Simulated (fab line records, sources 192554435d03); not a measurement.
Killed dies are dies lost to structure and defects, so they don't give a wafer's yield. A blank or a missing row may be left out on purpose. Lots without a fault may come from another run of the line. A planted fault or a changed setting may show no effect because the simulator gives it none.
fab line records | flow n5_finfet | part 2 of 2: steps 20 to 31 of 31
record lots=5 wafers=15 last_day=16
route steps=1938 shown MIM_TOP_LITHO@1850 MIM_TOP_ETCH@1851 MIM_BOT_LITHO@1854 MIM_BOT_ETCH@1866 PASS1_CAP@1873 TV_LITHO@1875
lots that met no fault: from a run of the same line without faults
start_h: hours from the record's first day to the start of the lot's first wafer shown | wait_h: hours since the lot's step before | " the same as in the row above | L1.1+2: a row that stands for several wafers | - no value, or no start given | * or withheld: withheld | < > ~ a bound
route shown NAME@n: a module of which the file shows steps, and the number in the route of the first | usual: mean/standard deviation of fault-free wafers | same: alike in all rows | chamber/n: place in a boat | sites: the reading at each site | _std_site: their standard deviation | _edge_site: outer sites' mean less inner sites' | radius_mm: how far each site lies from the wafer's centre | mask NAME#n: copy n | behind: the tool/chamber that last shaped the wafer | hold: why the lot was held/for how many hours/how that ended | device: the transistor (n, p or np) that didn't switch | end of line: the same wafers' tests at the end of the route | a step without rows: its recipe alone | killed: dies lost to structure and defects at the first sort, not the wafer's yield | map: a wafer's dies, x killed, . not, _ none there
set.NAME: the setting as run; set.NAME@STEP: as run at that earlier step | model.NAME: the simulator's own value behind a step, which no gauge read
lots at some steps of the route; a table a step, a row a wafer
services: from which hour (start_h, from the record's first day; less than 0 if before it) a tool's chamber was out of use, for how many hours, and why
## steps
# step N5_MIM_BOT_ETCH_STRIP_01
# recipe chemistry=O2 power_w=600 temp_c=60 pressure_mtorr=30 rf_frequency_hz=6e+07 bias_power_w=0 overash_fraction=0.5 o2_flow_sccm=225
# usual drypump_motor_current_A=5.5/0.4 oes_product_au=0.80/0.078 rf_vpp_V=3.8/1.4 showerhead_plenum_p_Torr=2.11/0.054 throttle_valve_pct=16.69/0.18
# columns lot.wafer tool chamber start_h wait_h drypump_motor_current_A oes_product_au rf_hours_counter_h rf_vpp_V showerhead_plenum_p_Torr throttle_valve_pct
L077.1 rie_diel-04 0 290.50 0.2 5.7 0.98 3 2.7 2.06 16.43
L077.2 " 3 " " 5.6 0.81 91 2.3 2.12 16.76
L077.3 " 1 " " 5.4 0.84 67 1.9 2.04 16.60
L080.1 rie_diel-01 1 309.68 0.1 5.9 0.96 4 3.0 2.14 16.30
L080.4 " 3 " " 5.7 0.82 83 5.5 2.03 16.59
L080.5 " 1 " " 5.9 0.96 - 4.1 2.14 16.35
L084.1 rie_diel-02 3 334.79 0.1 5.0 0.68 233 3.4 2.15 16.68
L084.5 " 1 " " 4.7 0.75 - 2.8 2.09 16.99
L084.6 " 0 " " 5.7 0.89 - 3.8 2.14 16.76
L089.1 rie_diel-02 1 360.80 0.1 4.7 0.75 163 4.9 2.09 17.00
L089.2 " 0 " " 5.7 0.89 33 1.7 2.14 16.75
L089.6 " 0 " " 5.7 0.90 - 5.6 2.14 16.81
L092.1 rie_diel-02 2 378.24 0.4 5.5 0.67 247 4.4 2.07 16.75
L092.3 " 1 " " 4.7 0.75 168 3.3 2.09 17.00
L092.4 " 1 " " 4.7 0.74 - 1.9 2.09 17.03
# step N5_MIM_BOT_ETCH_STRIP_02
# recipe chemistry=post_etch_residue_remover time_s=1200 temp_c=72.5
# columns lot.wafer tool chamber start_h wait_h
L077.1+2+3 wet_bench-06 5,1,7 290.57 -
L080.1+4+5 wet_bench-06 2,0,7 309.75 -
L084.1+5+6 wet_bench-03 6,4,1 334.86 -
L089.1+2+6 wet_bench-06 0,6,2 360.87 -
L092.1+3+4 wet_bench-03 7,1,5 378.31 -
# step N5_MIM_BOT_ETCH_CLEAN_05
# recipe chemistry=IPA time_s=180 temp_c=25
# columns lot.wafer tool chamber start_h wait_h
L077.1+2+3 wet_bench-06 5,1,7 290.90 0.0
L080.1+4+5 wet_bench-06 2,0,7 310.08 0.0
L084.1+5+6 wet_bench-03 6,4,1 335.20 0.0
L089.1+2+6 wet_bench-06 0,6,2 361.20 0.0
L092.1+3+4 wet_bench-03 7,1,5 378.64 0.0
# step N5_MIM_BOT_ETCH_SRD_06
# recipe dry=ipa_marangoni time_s=30 temp_c=23 rinse_liquid=diw
# columns lot.wafer tool chamber start_h wait_h
L077.1+2+3 wet_bench-06 5,1,7 290.96 0.0
L080.1+4+5 wet_bench-06 2,0,7 310.13 0.0
L084.1+5+6 wet_bench-03 6,4,1 335.25 0.0
L089.1+2+6 wet_bench-06 0,6,2 361.25 0.0
L092.1+3+4 wet_bench-03 7,1,5 378.70 0.0
# step N5_PASSIVATION_PECVD_55
# recipe material=SiO2 target_thk_a=4000 temp_c=400 precursor=SiH4/N2O pressure_torr=2.7 rf_w=608 time_s=22.5
# usual heater_power_outer_w=380/90 heater_power_w=650/120 showerhead_plenum_p_Torr=8.16/0.098 throttle_valve_pct=52.3/2.1
# columns lot.wafer tool chamber start_h wait_h heater_power_outer_w heater_power_w showerhead_plenum_p_Torr since_wet_clean_h throttle_valve_pct
L077.1 pecvd-02 0 291.01 0.0 354 591 8.20 814 49.9
L077.2 " 2 " " 249 457 7.91 60 49.7
L077.3 " 1 " " 403 672 8.11 1539 54.0
L080.1 pecvd-03 2 310.18 0.0 562 916 8.16 441 49.9
L080.4 " 0 " " 335 571 8.10 - 57.4
L080.5 " 2 " " 441 747 8.19 - 49.7
L084.1 pecvd-02 1 335.29 0.0 375 635 8.11 1583 54.3
L084.5 " 2 " " 287 505 7.92 - 50.0
L084.6 " 1 " " 388 638 8.12 - 54.1
L089.1 pecvd-03 2 361.30 0.0 515 841 8.20 492 50.2
L089.2 " 1 " " 375 630 8.19 1971 53.5
L089.6 " 2 " " 552 856 8.18 - 50.1
L092.1 pecvd-04 0 378.74 0.0 549 853 8.27 1445 51.6
L092.3 " 0 " " 424 686 8.25 - 51.6
L092.4 " 1 " " 324 566 8.25 - 53.4
# step N5_PASSIVATION_PECVD_01
# recipe material=SiNx target_thk_a=2000 temp_c=400 precursor=SiH4/NH3/N2 pressure_torr=4.9 rf_w=1406 time_s=43.2
# usual heater_power_outer_w=171/91 heater_power_w=372/120 showerhead_plenum_p_Torr=8.67/0.067 throttle_valve_pct=29.6/1.2
# columns lot.wafer tool chamber start_h wait_h heater_power_outer_w heater_power_w showerhead_plenum_p_Torr since_wet_clean_h throttle_valve_pct
L077.1 pecvd-02 0 291.04 0.0 116 274 8.70 814 28.6
L077.2 " 2 " " 44 183 8.52 60 28.1
L077.3 " 1 " " 146 326 8.63 1539 30.3
L080.1 pecvd-03 2 310.21 0.0 320 589 8.68 441 28.2
L080.4 " 0 " " 80 256 8.63 - 32.6
L080.5 " 2 " " 325 580 8.68 - 28.6
L084.1 pecvd-02 1 335.33 0.0 157 330 8.64 1583 30.7
L084.5 " 2 " " 54 194 8.52 - 28.1
L084.6 " 1 " " 168 349 8.66 - 30.5
L089.1 pecvd-03 2 361.33 0.0 344 626 8.69 492 28.5
L089.2 " 1 " " 217 419 8.74 1971 30.4
L089.6 " 2 " " 352 643 8.67 - 28.7
L092.1 pecvd-04 0 378.79 0.0 264 488 8.74 1445 29.0
L092.3 " 0 " " 271 496 8.75 - 29.4
L092.4 " 1 " " 135 336 8.73 - 29.9
# step N5_PASSIVATION_HMDS_03
# recipe time_s=60 temp_c=120
# usual heater_power_total_W=197.1/2
# columns lot.wafer tool chamber start_h wait_h heater_power_total_W
L077.1 litho_track-02 0 291.13 0.1 197.9
L077.2 " 0 " " 198.9
L077.3 " 0 " " 194.0
L080.1 litho_track-02 0 311.12 0.9 197.4
L080.4 " 0 " " 194.0
L080.5 " 0 " " 194.3
L084.1 litho_track-02 0 336.09 0.7 196.6
L084.5 " 0 " " 195.2
L084.6 " 0 " " 199.7
L089.1 litho_track-03 0 362.47 1.1 194.0
L089.2 " 0 " " 198.4
L089.6 " 0 " " 195.6
L092.1 litho_track-05 0 379.08 0.3 194.1
L092.3 " 0 " " 199.7
L092.4 " 0 " " 199.5
# step N5_PASSIVATION_COAT_04
# recipe spin_rpm=* resist_thk_nm=*
# columns lot.wafer tool chamber start_h wait_h
L077.1+2+3 litho_track-02 0 - -
L080.1+4+5 litho_track-02 0 - -
L084.1+5+6 litho_track-02 0 - -
L089.1+2+6 litho_track-03 0 - -
L092.1+3+4 litho_track-05 0 - -
# step N5_PASSIVATION_EBR_06
# recipe solvent=PGMEA ebr_width_mm=1.5
# columns lot.wafer tool chamber start_h wait_h
L077.1+2+3 litho_track-02 0 - -
L080.1+4+5 litho_track-02 0 - -
L084.1+5+6 litho_track-02 0 - -
L089.1+2+6 litho_track-03 0 - -
L092.1+3+4 litho_track-05 0 - -
# step N5_PASSIVATION_SOFTBAKE_05
# recipe temp_c=100 time_s=90
# usual heater_power_total_W=121.3/0.55
# columns lot.wafer tool chamber start_h wait_h heater_power_total_W
L077.1 litho_track-02 0 - - 121.1
L077.2 " 0 " " 121.1
L077.3 " 0 " " 121.9
L080.1 litho_track-02 0 - - 122.2
L080.4 " 0 " " 121.9
L080.5 " 0 " " 121.4
L084.1 litho_track-02 0 - - 121.7
L084.5 " 0 " " 121.1
L084.6 " 0 " " 120.9
L089.1 litho_track-03 0 - - 121.5
L089.2 " 0 " " 121.7
L089.6 " 0 " " 121.1
L092.1 litho_track-05 0 - - 121.7
L092.3 " 0 " " 122.2
L092.4 " 0 " " 122.1
# step N5_PASSIVATION_EXPOSE_07
# recipe mask_id=TV na=0.55 source_shape=conventional sigma_outer=0.8 polarization=unpolarized defocus_nm=0 target_cd_nm=3000 dose_mj=22.75
# usual reticle_temp_C=23.00/0.12
# same na=0.55
# columns lot.wafer tool chamber start_h wait_h mask reticle_temp_C
L077.1 krf_scanner-02 0 291.24 - TV#0 23.19
L077.2 " 0 " " TV#0 23.14
L077.3 " 0 " " TV#0 23.24
L080.1 krf_scanner-02 0 311.23 - TV#0 22.89
L080.4 " 0 " " TV#0 23.07
L080.5 " 0 " " TV#0 23.02
L084.1 krf_scanner-01 0 336.33 - TV#0 23.10
L084.5 " 0 " " TV#0 22.94
L084.6 " 0 " " TV#0 23.09
L089.1 krf_scanner-02 0 362.86 - TV#0 22.94
L089.2 " 0 " " TV#0 23.15
L089.6 " 0 " " TV#0 22.92
L092.1 krf_scanner-01 0 379.19 - TV#0 22.98
L092.3 " 0 " " TV#0 22.93
L092.4 " 0 " " TV#0 22.99
# step N5_PASSIVATION_PEB_08
# recipe peb_temp_c=withheld peb_time_s=*
# same peb_time_s=*
# columns lot.wafer tool chamber start_h wait_h
L077.1+2+3 litho_track-05 0 291.29 0.1
L080.1+4+5 litho_track-05 0 311.29 0.1
L084.1+5+6 litho_track-02 0 336.38 0.1
L089.1+2+6 litho_track-03 0 362.92 0.1
L092.1+3+4 litho_track-05 0 379.25 0.1
## services
# columns tool chamber start_h hours kind
rie_diel-03 0 268.47 1.5 repair
rie_diel-05 0 280.12 21.8 repair
pecvd-03 2 284.98 11.5 repair
rie_metal-01 1 285.26 12.6 repair
pecvd-04 - 288.27 0.8 pm
krf_scanner-01 - 292.83 1.0 pm
rie_metal-01 - 296.14 2.8 pm
krf_scanner-01 - 296.84 4.5 repair
rie_diel-04 - 297.70 2.8 pm
krf_scanner-01 - 307.10 0.8 pm
pecvd-02 - 307.65 14.6 pm
pecvd-01 - 308.01 1.3 repair
rie_diel-01 - 310.45 2.8 pm
krf_scanner-02 - 315.73 1.3 pm
pecvd-04 0 319.67 12.2 repair
krf_scanner-02 - 328.61 1.0 pm
krf_scanner-01 - 329.61 1.3 pm
rie_diel-01 0 331.37 1.3 repair
rie_diel-01 - 334.23 0.9 repair
wet_bench-03 - 336.11 3.2 repair
krf_scanner-01 - 346.28 4.4 pm
rie_diel-05 2 354.62 15.6 repair
rie_diel-02 3 377.10 7.1 repair
pecvd-04 2 378.72 11.0 repair
